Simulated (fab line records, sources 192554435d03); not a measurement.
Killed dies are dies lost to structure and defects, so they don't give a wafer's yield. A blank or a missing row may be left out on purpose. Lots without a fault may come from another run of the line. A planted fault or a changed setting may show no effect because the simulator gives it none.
Split-lot experiment | flow n5_finfet | 7 lots, 39 wafers read, on a route of 1938 steps

THE SPLIT
At N5_HKMG_FIN_ETCH_31 (etches SiARC in CF4, target depth 45.5 nm, time 75.8 s), the setting bias_w was moved away from the recipe's 36 W on 18 of the 39 wafers read, by -17.1% to +19.2%. The other wafers ran this setting at the recipe's value.

The reading is taken at the split's own step.

THE READING
rf_vpp_V, in V, at N5_HKMG_FIN_ETCH_31 (etches SiARC in CF4, target depth 45.5 nm, time 75.8 s). Fault-free wafers of this fab line usually give 184.4 V, standard deviation 1.2 V.

wafer  | tool, chamber at the split | bias_w as run, W | against the recipe | rf_vpp_V, V | against lot-mates on the recipe
L076.1 | rie_diel-06, 3             | 36               | recipe             | 185.9       | -
L076.3 | rie_diel-06, 2             | 36               | recipe             | 182.1       | -
L076.5 | rie_diel-06, 1             | 36               | recipe             | 183.2       | -
L079.1 | rie_diel-01, 3             | 36               | recipe             | 184.1       | -
L079.2 | rie_diel-01, 2             | 32.07            | -10.9%             | 171.5       | -12.3
L079.3 | rie_diel-01, 1             | 36               | recipe             | 183.1       | -
L079.4 | rie_diel-01, 0             | 32.07            | -10.9%             | 171.5       | -12.3
L079.5 | rie_diel-01, 2             | 32.07            | -10.9%             | 169.9       | -13.9
L079.6 | rie_diel-01, 1             | 36               | recipe             | 184.1       | -
L081.1 | rie_diel-03, 2             | 32.05            | -11.0%             | 170.3       | -14.3
L081.2 | rie_diel-03, 1             | 32.05            | -11.0%             | 171.0       | -13.6
L081.3 | rie_diel-03, 3             | 36               | recipe             | 184.8       | -
L081.4 | rie_diel-03, 1             | 36               | recipe             | 183.1       | -
L081.5 | rie_diel-03, 3             | 36               | recipe             | 186.0       | -
L081.6 | rie_diel-03, 2             | 32.05            | -11.0%             | 170.1       | -14.5
L091.1 | rie_diel-06, 0             | 33.82            | -6.1%              | 179.1       | -5.3
L091.2 | rie_diel-06, 1             | 33.82            | -6.1%              | 176.4       | -8.0
L091.3 | rie_diel-06, 3             | 36               | recipe             | 184.3       | -
L091.4 | rie_diel-06, 0             | 36               | recipe             | 184.5       | -
L091.5 | rie_diel-06, 3             | 33.82            | -6.1%              | 178.9       | -5.5
L091.6 | rie_diel-06, 1             | 36               | recipe             | 184.3       | -
L092.1 | rie_diel-01, 2             | 36               | recipe             | 185.3       | -
L092.2 | rie_diel-01, 1             | 36               | recipe             | 183.5       | -
L092.3 | rie_diel-01, 3             | 39.96            | +11.0%             | 198.3       | +14.0
L092.4 | rie_diel-01, 0             | 36               | recipe             | 184.1       | -
L092.5 | rie_diel-01, 1             | 39.96            | +11.0%             | 196.2       | +11.9
L092.6 | rie_diel-01, 0             | 39.96            | +11.0%             | 195.8       | +11.5
L093.1 | rie_diel-06, 1             | 42.91            | +19.2%             | 205.9       | +20.4
L093.2 | rie_diel-06, 2             | 36               | recipe             | 185.1       | -
L093.3 | rie_diel-06, 3             | 42.91            | +19.2%             | 209.5       | +24.0
L093.4 | rie_diel-06, 0             | 42.91            | +19.2%             | 207.4       | +21.9
L093.5 | rie_diel-06, 0             | 36               | recipe             | 186.6       | -
L093.6 | rie_diel-06, 1             | 36               | recipe             | 184.7       | -
L095.1 | rie_diel-01, 3             | 29.86            | -17.1%             | 164.4       | -19.0
L095.2 | rie_diel-01, 2             | 29.86            | -17.1%             | 163.8       | -19.6
L095.3 | rie_diel-01, 0             | 36               | recipe             | 183.8       | -
L095.4 | rie_diel-01, 1             | 36               | recipe             | 182.0       | -
L095.5 | rie_diel-01, 2             | 29.86            | -17.1%             | 163.1       | -20.3
L095.6 | rie_diel-01, 1             | 36               | recipe             | 184.4       | -

THE FIT
A straight line over all 39 wafers: rf_vpp_V changes by +1.2 V for each +1% of bias_w; r = +0.99; the points scatter about the line by 1.2 V.
The same after taking each lot's own level away (the mean of its wafers on the recipe; 39 wafers): +1.16 V for each +1%; r = +0.99; scatter 1.1 V.
On that fit, the largest move of bias_w shifts the reading by 22 V.
The lots' own levels span 183.40 to 185.47 V, that is 1.7 times the standard deviation above.
So the lot-to-lot level changes the slope little: the two slopes agree.
Check: with one of the wafers moved furthest among these (+19.2%) left out of the fit, the line predicts +22.6 V for it against its lot-mates. It came out at +20.4 V against them.
Tool readings at the split's step, against how far the setting was moved: etch_rf_on_time_s r = -0.80; rf_vpp_V r = +0.99.

OTHER SPLITS ON THESE WAFERS
These wafers also went through other splits before the reading. Each is held against what the fit with the lots' levels taken away leaves over:
other split on the same wafers      | wafers away from the commonest value | r with rf_vpp_V (lot level and that fit taken away)
N5_ZERO_LAYER_PECVD_02 target_thk_a | 15                                   | +0.00
N5_HKMG_FIN_ETCH_54 source_w        | 15                                   | +0.11

THE WHOLE CHAIN: every reading that the file lists as answering this split, in the file's order
step                | what it does                                           | reading           | change (the file's fit)              | r (the file's)
N5_HKMG_FIN_ETCH_31 | etches SiARC in CF4, target depth 45.5 nm, time 75.8 s | etch_rf_on_time_s | withheld for each +1% of the setting | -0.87
N5_HKMG_FIN_ETCH_31 | etches SiARC in CF4, target depth 45.5 nm, time 75.8 s | rf_vpp_V          | +1.16 V for each +1% of the setting  | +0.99

THE FILE'S OWN FIT
rf_vpp_V changes by +1.16 V for each +1% of bias_w, r = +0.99.
